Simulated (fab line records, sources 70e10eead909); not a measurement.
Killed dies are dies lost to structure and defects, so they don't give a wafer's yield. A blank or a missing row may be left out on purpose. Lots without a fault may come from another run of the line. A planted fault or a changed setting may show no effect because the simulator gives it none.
fab line records | flow nand_harc
record lots=6 wafers=18 last_day=25
route steps=1159 shown A_STAIRCASE@736 A_SGD_CUT@747 END@1159
lots that met no fault: from a run of the same line without faults
start_h: hours from the record's first day to the start of the lot's first wafer shown | wait_h: hours since the lot's step before | " the same as in the row above | L1.1+2: a row that stands for several wafers | - no value, or no start given | * or withheld: withheld | < > ~ a bound
route shown NAME@n: a module of which the file shows steps, and the number in the route of the first | usual: mean/standard deviation of fault-free wafers | same: alike in all rows | chamber/n: place in a boat | sites: the reading at each site | _std_site: their standard deviation | _edge_site: outer sites' mean less inner sites' | radius_mm: how far each site lies from the wafer's centre | mask NAME#n: copy n | behind: the tool/chamber that last shaped the wafer | hold: why the lot was held/for how many hours/how that ended | device: the transistor (n, p or np) that didn't switch | end of line: the same wafers' tests at the end of the route | a step without rows: its recipe alone | killed: dies lost to structure and defects at the first sort, not the wafer's yield | map: a wafer's dies, x killed, . not, _ none there
set.NAME: the setting as run; set.NAME@STEP: as run at that earlier step | model.NAME: the simulator's own value behind a step, which no gauge read
lots at some steps of the route; a table a step, a row a wafer
services: from which hour (start_h, from the record's first day; less than 0 if before it) a tool's chamber was out of use, for how many hours, and why
## steps
# step NHARC_A_STAIRCASE_SRD_154
# step NHARC_A_STAIRCASE_ETCH_403
# recipe target_depth_a=1082 chemistry=dHF material=SiO2
# step NHARC_A_STAIRCASE_ETCHBACK_422
# recipe target_depth_a=400 over_etch_frac=0.3 time_s=74.286 ion_energy_ev=120 ch3f_flow_sccm=50 o2_flow_sccm=30 ar_flow_sccm=200 rf_w=500 bias_w=100 chemistry=CH3F/O2
# usual drypump_motor_current_A=5.9/0.44 o2_flow_sccm=29.99/0.082 oes_product_au=0.96/0.041 rf_vpp_V=244.8/1.4 showerhead_plenum_p_Torr=2.50/0.083 throttle_valve_pct=20.665/0.0091
# columns lot.wafer tool chamber start_h wait_h drypump_motor_current_A o2_flow_sccm oes_product_au rf_hours_counter_h rf_vpp_V showerhead_plenum_p_Torr throttle_valve_pct
L525.1 rie_diel-11 0 312.64 0.2 5.8 29.97 0.93 43 245.2 2.49 20.659
L525.2 " 1 " " 5.5 29.93 0.91 43 246.0 2.56 20.648
L525.6 " 2 " " 5.5 29.83 0.92 - 241.5 2.28 20.661
L532.4 rie_diel-12 0 354.86 0.1 5.7 29.87 0.93 52 244.2 2.43 20.650
L532.2 " 1 " " 5.9 30.07 0.92 50 245.9 2.52 20.687
L532.1 " 2 " " 6.2 29.89 0.92 46 247.1 2.58 20.664
L530.2 rie_diel-12 2 362.33 0.1 6.2 30.12 0.92 48 245.5 2.58 20.645
L530.3 " 3 " " 6.0 30.05 0.92 50 244.6 2.52 20.666
L530.6 " 1 " " 5.9 29.91 0.92 - 244.5 2.52 20.674
L537.2 rie_diel-11 3 379.99 0.1 6.6 30.15 1.03 2 245.6 2.51 20.662
L537.4 " 0 " " 5.8 29.95 1.01 3 244.0 2.48 20.669
L537.6 " 3 " " 6.6 30.16 1.02 - 244.2 2.51 20.652
L538.4 rie_diel-11 0 393.51 0.1 5.8 29.91 1.00 10 243.9 2.47 20.662
L538.3 " 1 " " 5.5 30.03 0.99 11 245.2 2.55 20.679
L538.5 " 0 " " 5.8 29.91 1.01 - 245.1 2.47 20.661
L544.2 rie_diel-12 1 420.27 0.1 5.9 29.92 1.02 16 246.0 2.51 20.664
L544.3 " 3 " " 6.0 30.08 1.00 14 245.6 2.51 20.670
L544.5 " 1 " " 5.9 29.95 1.01 - 244.4 2.51 20.652
# step NHARC_A_STAIRCASE_ETCH_423
# recipe target_depth_a=300 chemistry=dHF material=SiO2
# step NHARC_A_STAIRCASE_ETCHBACK_157
# recipe target_depth_a=900 over_etch_frac=0.3 time_s=167.14 ion_energy_ev=120 ch3f_flow_sccm=50 o2_flow_sccm=30 ar_flow_sccm=200 rf_w=500 bias_w=100 chemistry=CH3F/O2
# step NHARC_A_STAIRCASE_STRIP_475
# recipe time_s=20 o2_flow_sccm=500 ar_flow_sccm=0 bias_w=0 chemistry=O2
# step NHARC_A_STAIRCASE_DEP_471
# recipe target_thk_a=1000 temp_c=400 pressure_torr=6.5 rf_w=900 teos_flow_sccm=161.4 flow_sccm=2650 target_thk_nm=100 gas=O2 material=SiO2
# step NHARC_A_STAIRCASE_CMP_472
# recipe material=SiO2
# step NHARC_A_STAIRCASE_SRD_474
# step NHARC_A_STAIRCASE_INSPECT_155
# usual raw_defect_count=376/160
# columns lot.wafer tool chamber start_h wait_h raw_defect_count
L525.1 defect_inspect-01 - 313.88 0.1 323
L525.2 " - " " 632
L525.6 " - " " 486
L532.1 defect_inspect-02 - 356.31 0.1 313
L532.2 " - " " 439
L532.4 " - " " 420
L530.2 defect_inspect-01 - 363.60 0.1 256
L530.3 " - " " 341
L530.6 " - " " 421
L537.2 defect_inspect-02 - 381.31 0.1 1239
L537.4 " - " " 873
L537.6 " - " " 1127
L538.3 defect_inspect-01 - 395.13 0.1 285
L538.4 " - " " 506
L538.5 " - " " 712
L544.2 defect_inspect-02 - 421.71 0.1 254
L544.3 " - " " 399
L544.5 " - " " 445
# step NHARC_A_SGD_CUT_DEP_00
# recipe target_thk_a=500 temp_c=400 target_thk_nm=50 flow_sccm=200 rf_w=450 material=SiNx
# usual heater_power_w=723/83
# columns lot.wafer tool chamber start_h wait_h heater_power_w
L525.2 pecvd-04 2 313.99 0.1 741
L525.1 " 0 " " 598
L525.6 " 2 " " 743
L532.2 pecvd-04 0 356.37 0.1 593
L532.1 " 1 " " 747
L532.4 " 2 " " 717
L530.3 pecvd-04 0 363.67 0.1 673
L530.2 " 1 " " 738
L530.6 " 2 " " 602
L537.2 pecvd-03 2 381.41 0.1 706
L537.4 " 2 " " 694
L537.6 " 0 " " 763
L538.3 pecvd-01 1 395.37 0.2 722
L538.4 " 1 " " 709
L538.5 " 1 " " 733
L544.3 pecvd-04 0 421.77 0.1 537
L544.2 " 1 " " 712
L544.5 " 0 " " 551
# step NHARC_A_SGD_CUT_DEHYDRATE_01
# recipe temp_c=150 time_s=120
# step NHARC_A_SGD_CUT_HMDS_02
# recipe time_s=30
# step NHARC_A_SGD_CUT_COAT_56
# recipe temp_c=260 time_s=75
# step NHARC_A_SGD_CUT_COAT_57
# recipe temp_c=225 time_s=65
# step NHARC_A_SGD_CUT_COAT_03
# recipe spin_rpm=1500 resist_thk_nm=90
# step NHARC_A_SGD_CUT_SOFTBAKE_04
# recipe temp_c=105 time_s=55
# step NHARC_A_SGD_CUT_EBR_05
# step NHARC_A_SGD_CUT_EXPOSE_06
# recipe na=1.35 dose_mj=85.59 mask_id=SGD
# step NHARC_A_SGD_CUT_PEB_07
# recipe peb_temp_c=100 peb_time_s=65
# step NHARC_A_SGD_CUT_DEVELOP_08
# recipe develop_time_s=35 dev_temp_c=23
# step NHARC_A_SGD_CUT_CD_MEAS_09
# recipe target_cd_nm=100 landing_energy_ev=500
# usual cd_nm=100.2/0.5
# columns lot.wafer tool chamber start_h wait_h cd_nm
L525.1 cd_sem-02 0 314.61 - 100.6
L525.2 " 0 " " 99.2
L525.6 " 0 " " 99.9
L532.1 cd_sem-03 0 356.97 - 100.1
L532.2 " 0 " " 100.2
L532.4 " 0 " " 98.8
L530.2 cd_sem-02 0 364.39 - 100.6
L530.3 " 0 " " 100.3
L530.6 " 0 " " 100.4
L537.2 cd_sem-01 0 382.22 - 99.7
L537.4 " 0 " " 99.9
L537.6 " 0 " " 99.7
L538.3 cd_sem-01 0 396.27 - 99.1
L538.4 " 0 " " 100.2
L538.5 " 0 " " 100.3
L544.2 cd_sem-03 0 424.17 - 100.0
L544.3 " 0 " " 100.3
L544.5 " 0 " " 99.1
# step NHARC_A_SGD_CUT_OVL_MEAS_10
# usual overlay_x_nm=0.0/0.81 overlay_y_nm=0.0/0.58
# columns lot.wafer tool chamber start_h wait_h overlay_x_nm overlay_y_nm
L525.1 overlay-02 - 314.70 - 0.1 0.6
L525.2 " - " " 0.3 1.0
L525.6 " - " " 1.3 1.4
L532.1 overlay-02 - 357.07 - 0.3 -0.4
L532.2 " - " " 0.2 -0.5
L532.4 " - " " 0.9 -0.4
L530.2 overlay-01 - 364.48 - 0.1 -0.6
L530.3 " - " " 1.2 -1.0
L530.6 " - " " 0.2 -0.3
L537.2 overlay-01 - 382.30 - 1.2 0.9
L537.4 " - " " 1.2 1.2
L537.6 " - " " 1.2 0.8
L538.3 overlay-01 - 396.35 - -0.2 0.6
L538.4 " - " " -0.2 0.9
L538.5 " - " " -0.2 0.7
L544.2 overlay-02 - 424.26 - 1.2 -0.5
L544.3 " - " " 0.3 0.1
L544.5 " - " " 0.6 0.3
# step NHARC_A_SGD_CUT_INSPECT_11
# usual raw_defect_count=18/10
# columns lot.wafer tool chamber start_h wait_h raw_defect_count
L525.1 defect_inspect-01 - 314.73 0.0 16
L525.2 " - " " 9
L525.6 " - " " 19
L532.1 defect_inspect-02 - 357.10 0.0 20
L532.2 " - " " 16
L532.4 " - " " 23
L530.2 defect_inspect-01 - 364.51 0.0 12
L530.3 " - " " 5
L530.6 " - " " 8
L537.2 defect_inspect-02 - 382.34 0.0 21
L537.4 " - " " 31
L537.6 " - " " 24
L538.3 defect_inspect-01 - 396.39 0.0 14
L538.4 " - " " 12
L538.5 " - " " 15
L544.2 defect_inspect-01 - 424.31 0.1 10
L544.3 " - " " 11
L544.5 " - " " 15
# step NHARC_A_SGD_CUT_DESCUM_14
# recipe time_s=3 o2_flow_sccm=200 ar_flow_sccm=0 bias_power_w=0 chemistry=O2
# usual drypump_motor_current_A=5.6/0.41 o2_flow_sccm=200.0/0.58 oes_product_au=0.997/0.012 rf_vpp_V=57.7/0.9 showerhead_plenum_p_Torr=1.90/0.089 throttle_valve_pct=11.313/0.0095
# columns lot.wafer tool chamber start_h wait_h drypump_motor_current_A o2_flow_sccm oes_product_au rf_hours_counter_h rf_vpp_V showerhead_plenum_p_Torr throttle_valve_pct
L525.2 rie_diel-08 2 314.80 0.1 6.1 199.0 0.978 0 57.4 1.90 11.328
L525.1 " 0 " " 5.8 200.1 0.997 0 57.4 1.84 11.320
L525.6 " 2 " " 6.0 200.0 0.985 - 56.9 1.90 11.321
L532.1 rie_diel-01 2 357.17 0.1 5.7 200.0 0.999 4 55.9 2.04 11.323
L532.2 " 3 " " 5.8 199.8 1.010 4 57.4 1.85 11.308
L532.4 " 0 " " 4.9 200.8 1.016 3 58.6 1.92 11.328
L530.3 rie_diel-01 1 364.59 0.1 5.2 200.2 0.996 5 56.7 1.83 11.312
L530.2 " 2 " " 5.7 200.5 0.991 5 59.5 2.04 11.314
L530.6 " 3 " " 5.8 199.5 1.005 - 58.6 1.85 11.293
L537.2 rie_diel-01 3 382.40 0.1 5.8 200.8 1.009 8 57.8 1.85 11.302
L537.4 " 1 " " 5.2 201.1 0.990 8 57.0 1.83 11.295
L537.6 " 3 " " 5.8 200.6 1.012 - 57.0 1.84 11.318
L538.4 rie_diel-08 0 396.46 0.1 5.9 199.9 0.998 4 57.5 1.84 11.307
L538.3 " 1 " " 5.8 200.8 1.012 6 56.7 2.04 11.325
L538.5 " 3 " " 5.4 200.5 1.001 - 56.5 1.78 11.330
L544.2 rie_diel-04 3 424.37 0.1 6.6 199.5 0.995 13 56.6 1.95 11.313
L544.3 " 0 " " 5.3 200.2 1.006 13 58.1 1.83 11.311
L544.5 " 0 " " 5.3 199.4 0.995 - 56.6 1.83 11.325
# step NHARC_A_SGD_CUT_ETCH_58
# recipe target_depth_a=390 over_etch_frac=0.3 time_s=65 ion_energy_ev=80 cf4_flow_sccm=150 ar_flow_sccm=0 rf_w=300 bias_w=100 chemistry=CF4
# step NHARC_A_SGD_CUT_ETCH_59
# recipe target_depth_a=2600 over_etch_frac=0.25 time_s=406.25 ion_energy_ev=200 n2_flow_sccm=150 h2_flow_sccm=150 ar_flow_sccm=0 rf_w=400 bias_w=150 chemistry=N2/H2
# usual drypump_motor_current_A=5.6/0.41 h2_flow_sccm=150.0/0.44 oes_product_au=0.998/0.012 rf_vpp_V=430.2/3 showerhead_plenum_p_Torr=2.03/0.1 throttle_valve_pct=14.171/0.0089
# columns lot.wafer tool chamber start_h wait_h drypump_motor_current_A h2_flow_sccm oes_product_au rf_hours_counter_h rf_vpp_V showerhead_plenum_p_Torr throttle_valve_pct
L525.2 rie_diel-08 2 - - 6.0 151.2 0.994 0 428.5 2.02 14.181
L525.1 " 0 " " 5.8 150.0 0.999 0 428.4 1.96 14.168
L525.6 " 1 " " 5.8 150.0 0.997 - 433.7 2.19 14.172
L532.1 rie_diel-01 0 - - 4.9 149.2 1.005 4 431.0 2.04 14.184
L532.4 " 1 " " 5.2 150.9 1.007 4 428.0 1.95 14.178
L532.2 " 2 " " 5.7 150.0 1.000 4 434.0 2.18 14.163
L530.2 rie_diel-01 0 - - 4.8 149.9 1.010 5 432.1 2.04 14.163
L530.3 " 1 " " 5.2 150.0 1.002 5 427.6 1.95 14.166
L530.6 " 3 " " 5.8 150.4 1.006 - 428.0 1.97 14.166
L537.2 rie_diel-01 0 - - 4.9 149.3 1.020 8 431.2 2.04 14.178
L537.4 " 1 " " 5.2 150.5 0.995 8 426.3 1.95 14.168
L537.6 " 3 " " 5.8 150.2 1.015 - 429.7 1.96 14.168
L538.4 rie_diel-08 1 - - 5.8 149.8 1.014 6 434.5 2.18 14.172
L538.3 " 2 " " 6.1 149.5 0.992 6 429.3 2.02 14.162
L538.5 " 0 " " 5.8 150.4 1.005 - 429.0 1.96 14.180
L544.3 rie_diel-04 0 - - 5.3 150.0 1.003 14 427.6 1.94 14.176
L544.2 " 1 " " 5.0 150.3 1.012 13 427.6 2.00 14.171
L544.5 " 2 " " 5.3 150.6 1.001 - 431.5 2.15 14.179
# step NHARC_A_SGD_CUT_ETCH_15
# recipe target_depth_a=750 time_s=64.3 ch3f_flow_sccm=50 o2_flow_sccm=30 ar_flow_sccm=200 rf_w=500 bias_w=100 chemistry=CH3F/O2
# step NHARC_A_SGD_CUT_ETCH_16
# recipe target_depth_a=3105 time_s=155.2 c4f8_flow_sccm=withheld o2_flow_sccm=8 ar_flow_sccm=withheld rf_w=600 bias_w=800 chemistry=C4F8/O2/Ar
# step NHARC_A_SGD_CUT_STRIP_60
# recipe c4f8_flow_sccm=withheld o2_flow_sccm=8 ar_flow_sccm=withheld bias_w=0 chemistry=C4F8/O2/Ar
# step NHARC_A_SGD_CUT_STRIP_17
# recipe o2_flow_sccm=500 ar_flow_sccm=0 bias_w=0 chemistry=O2
# step NHARC_A_SGD_CUT_PRECLEAN_18
# recipe time_s=* temp_c=50 bath_age_min=0 chemistry=SC1
# step NHARC_A_SGD_CUT_SRD_19
# step NHARC_A_SGD_CUT_DEP_20
# recipe target_thk_a=1500 temp_c=65 material=SiO2
# step NHARC_A_SGD_CUT_ANNEAL_27
# recipe temp_c=450 time_s=1800
# step NHARC_A_SGD_CUT_CMP_21
# recipe target_thk_nm=148.19
# usual motor_current_A=11.9/1 time_to_endpoint_s=52/3.5
# columns lot.wafer tool chamber start_h wait_h motor_current_A time_to_endpoint_s
L525.1 cmp-01 1 318.58 0.4 12.1 54
L525.2 " 2 " " 13.4 49
L525.6 " 0 " " 12.5 54
L532.2 cmp-01 3 365.06 0.4 10.8 49
L532.1 " 0 " " 12.7 52
L532.4 " 2 " " 13.1 49
L530.2 cmp-03 2 371.85 0.4 13.5 54
L530.3 " 3 " " 10.9 49
L530.6 " 1 " " 11.8 52
L537.2 cmp-01 3 390.07 0.4 10.7 51
L537.4 " 0 " " 12.7 46
L537.6 " 1 " " 12.0 53
L538.4 cmp-02 1 402.34 0.4 12.2 62
L538.3 " 2 " " 10.4 51
L538.5 " 1 " " 12.2 59
L544.2 cmp-02 1 429.83 0.4 11.8 56
L544.3 " 2 " " 11.0 52
L544.5 " 2 " " 10.6 49
# step NHARC_A_SGD_CUT_THK_MEAS_22
# recipe thk_meas_gauge=ellipsometry
# usual thk_nm=148.7/1.5
# columns lot.wafer tool chamber start_h wait_h thk_nm
L525.1 film_metro-02 - 318.79 0.2 149.7
L525.2 " - " " 148.4
L525.6 " - " " 150.8
L532.1 film_metro-02 - 365.32 0.2 147.9
L532.2 " - " " 147.5
L532.4 " - " " 148.0
L530.2 film_metro-01 - 372.09 0.2 148.3
L530.3 " - " " 145.1
L530.6 " - " " 149.1
L537.2 film_metro-02 - 390.27 0.2 149.6
L537.4 " - " " 149.4
L537.6 " - " " 151.3
L538.3 film_metro-02 - 402.60 0.2 148.8
L538.4 " - " " 152.2
L538.5 " - " " 147.9
L544.2 film_metro-01 - 430.08 0.2 149.7
L544.3 " - " " 145.9
L544.5 " - " " 146.6
# step NHARC_A_SGD_CUT_SRD_23
# step NHARC_A_SGD_CUT_ETCH_26
# recipe target_depth_a=458 chemistry=dHF material=SiO2
# step NHARC_A_SGD_CUT_ETCHBACK_24
# recipe target_depth_a=500 over_etch_frac=0.3 time_s=92.857 ion_energy_ev=120 ch3f_flow_sccm=50 o2_flow_sccm=30 ar_flow_sccm=200 rf_w=500 bias_w=100 chemistry=CH3F/O2
# usual drypump_motor_current_A=5.6/0.45 o2_flow_sccm=29.98/0.086 oes_product_au=0.97/0.038 rf_vpp_V=244.2/1.7 showerhead_plenum_p_Torr=2.44/0.11 throttle_valve_pct=20.663/0.0079
# columns lot.wafer tool chamber start_h wait_h drypump_motor_current_A o2_flow_sccm oes_product_au rf_hours_counter_h rf_vpp_V showerhead_plenum_p_Torr throttle_valve_pct
L525.2 rie_diel-04 0 319.10 0.2 5.3 29.92 1.01 3 242.2 2.36 20.658
L525.1 " 2 " " 5.3 29.92 1.00 2 244.3 2.59 20.656
L525.6 " 1 " " 5.0 30.03 1.01 - 244.8 2.41 20.663
L532.2 rie_diel-08 3 365.54 0.1 5.4 30.00 0.99 4 241.5 2.30 20.657
L532.1 " 2 " " 6.1 29.91 0.99 4 245.6 2.44 20.664
L532.4 " 1 " " 5.8 30.05 1.00 - 247.6 2.62 20.660
L530.3 rie_diel-04 1 372.32 0.1 5.0 29.94 1.01 7 244.8 2.41 20.674
L530.2 " 2 " " 5.3 30.09 1.00 7 247.1 2.58 20.658
L530.6 " 2 " " 5.3 29.90 0.99 - 245.9 2.58 20.656
L537.2 rie_diel-08 3 390.58 0.2 5.4 30.00 0.97 6 242.2 2.30 20.660
L537.4 " 2 " " 6.0 29.93 0.96 6 245.6 2.44 20.651
L537.6 " 0 " " 5.8 29.81 0.97 - 243.8 2.37 20.674
L538.3 rie_diel-08 3 402.82 0.1 5.4 29.94 0.92 7 241.7 2.29 20.665
L538.4 " 0 " " 5.9 29.97 0.92 5 243.9 2.37 20.653
L538.5 " 0 " " 5.8 30.11 0.92 - 242.9 2.37 20.671
L544.2 rie_diel-01 2 430.31 0.1 5.7 30.14 1.00 13 244.8 2.62 20.653
L544.3 " 0 " " 4.9 29.96 1.01 14 243.6 2.46 20.678
L544.5 " 3 " " 5.8 30.03 1.00 - 243.3 2.37 20.662
# step NHARC_END_SORT_01
# recipe temp_c=25
# usual killed_at_array=27/12 killed_at_other=0.9/1.1 killed_at_periphery=3.2/2.4 killed_dies=31/12 killed_open=3.3/1.7 killed_short=2.0/1.6
# same gross_dies=677
# columns lot.wafer tool chamber start_h wait_h killed_at_array killed_at_other killed_at_periphery killed_dies killed_open killed_short
L532.2 prober-01 0 556.62 2.8 87 3 5 95 4 1
L530.3 prober-02 0 565.09 3.1 76 0 11 87 3 5
# killed by level:class
L532.2 A_SGD_CUT:area_dep=70 A_CHANNEL_HOLE_D1:chamber_film_flake=12 THIN_TSV:chamber_film_flake=3 P_M1:chamber_film_flake=2 A_WL_FILL:chamber_film_flake=2 P_GATE:geometric_particle:open=1 P_M0:geometric_particle:open=1 A_WL_FILL:geometric_particle:short=1
L530.3 A_SGD_CUT:area_dep=66 P_CONTACT:chamber_film_flake=4 P_M1:chamber_film_flake=3 A_ZERO_WELL:chamber_film_flake=3 A_WL_FILL:geometric_particle:short=2 P_STI:chamber_film_flake=2 P_M0:geometric_particle:short=1 P_M2:geometric_particle:open=1
# map L530.3 (x killed, . not)
____________x____________
_________..x...._________
_______..........._______
______...x.........______
_____....x.........._____
____...............x.____
____..x.....x........____
___.....x...x.....x...___
___.........x.........___
__...x.........x.......__
__.x....x.xx...........__
_x.....x.x...xx........._
_xx..........xx.....x..._
_xxx...................._
_.x..........x.........._
_..x...........x........_
..x.....x..x...........x.
................x........
......xx.................
x...............x........
...............x.........
_x.x...........x........_
_..x..........xxx......._
_..x...x................_
_.x.......x.x.xx........_
_xx..x......x......x...._
__.x..xxx..............__
__.......x.x.....xx....__
___..x..x.x...........___
___.........x.....x...___
____.......x.......x.____
____..xxx.....x......____
_____........x......_____
______....x..x.....______
_______........x.._______
_________.....x._________
____________.____________
# map L532.2 (x killed, . not)
____________.____________
_________......x_________
_______..........._______
______.............______
_____..............._____
____.................____
____.x......xx.......____
___.........x.........___
___.x......x..x.......___
__..x........xxx.......__
__x......x..xx.x.......__
_...x......xxx.....x...._
_.x..x....x..x.........._
_.x.x........x....x....._
_...x....x..x..........._
_....xx..xxx............_
....x....................
....x.x.............x.x..
x..x.x....xx..x..........
..x..x.......x...........
.x..x...xx....x..........
_..........x............_
_x..x......x...........x_
_.x.x.x...x......x..x..._
_...x.x......x...x......_
_.x..xx.x............x.._
__..xx.................__
__...x.x..x..x.........__
___.x....x......x.....___
___..x.......x........___
____..........x.x....____
____xx...........x...____
_____..............._____
______........x....______
_______.........x._______
_________......._________
____________.____________
## services
# columns tool chamber start_h hours kind
rie_diel-04 - 288.90 9.0 pm
pecvd-04 - 300.75 2.5 repair
rie_diel-08 - 301.80 9.0 pm
rie_diel-11 3 302.78 6.8 repair
rie_diel-01 - 314.80 9.0 pm
cmp-02 - 324.50 4.0 pm
rie_diel-01 0 324.94 6.4 repair
rie_diel-01 1 327.34 3.5 repair
rie_diel-08 0 331.78 9.1 repair
rie_diel-11 0 353.65 4.1 repair
rie_diel-08 0 359.31 13.6 repair
cmp-01 - 360.53 1.0 repair
rie_diel-04 1 362.13 7.4 repair
rie_diel-11 - 366.67 9.0 pm
rie_diel-01 3 369.76 5.5 repair
rie_diel-01 2 372.73 8.3 repair
cmp-01 - 375.50 4.0 pm
pecvd-04 - 376.00 13.0 pm
rie_diel-12 - 379.45 9.0 pm
cmp-02 - 394.32 3.2 repair
rie_diel-12 0 404.99 3.0 repair
rie_diel-12 2 406.89 20.2 repair
cmp-02 - 422.50 4.0 pm
cmp-01 - 426.31 1.5 repair
## key
first_sign step=NHARC_END_SORT_01 reading=killed_dies direction=up sigmas=5.1 usual=31 struck=91
effect step=NHARC_END_SORT_01 reading=killed_at_array direction=up sigmas=4.7 usual=27 struck=82
more_kills_born_at NHARC_A_SGD_CUT_DEP_00@pecvd-04=136
met_at NHARC_A_SGD_CUT_DEP_00
struck_wafers L530.3,L532.2
tester_left_out L530,L532
onset_between 313.99 356.37
fault kind=process_parameter_drift tool=pecvd-04 chamber=0 onset_h=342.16 steps=NHARC_A_SGD_CUT_DEP_00 channel=target_thk_a offset=* shape=step end_h=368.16 acts_in=* stated=*
# tester_left_out: of these lots the tester's yield and bins aren't shown, on N5 and GAA mostly nor the transistor test; their killed dies are dies lost to structure and defects alone, not to doping, threshold or leakage, so they don't give the yield
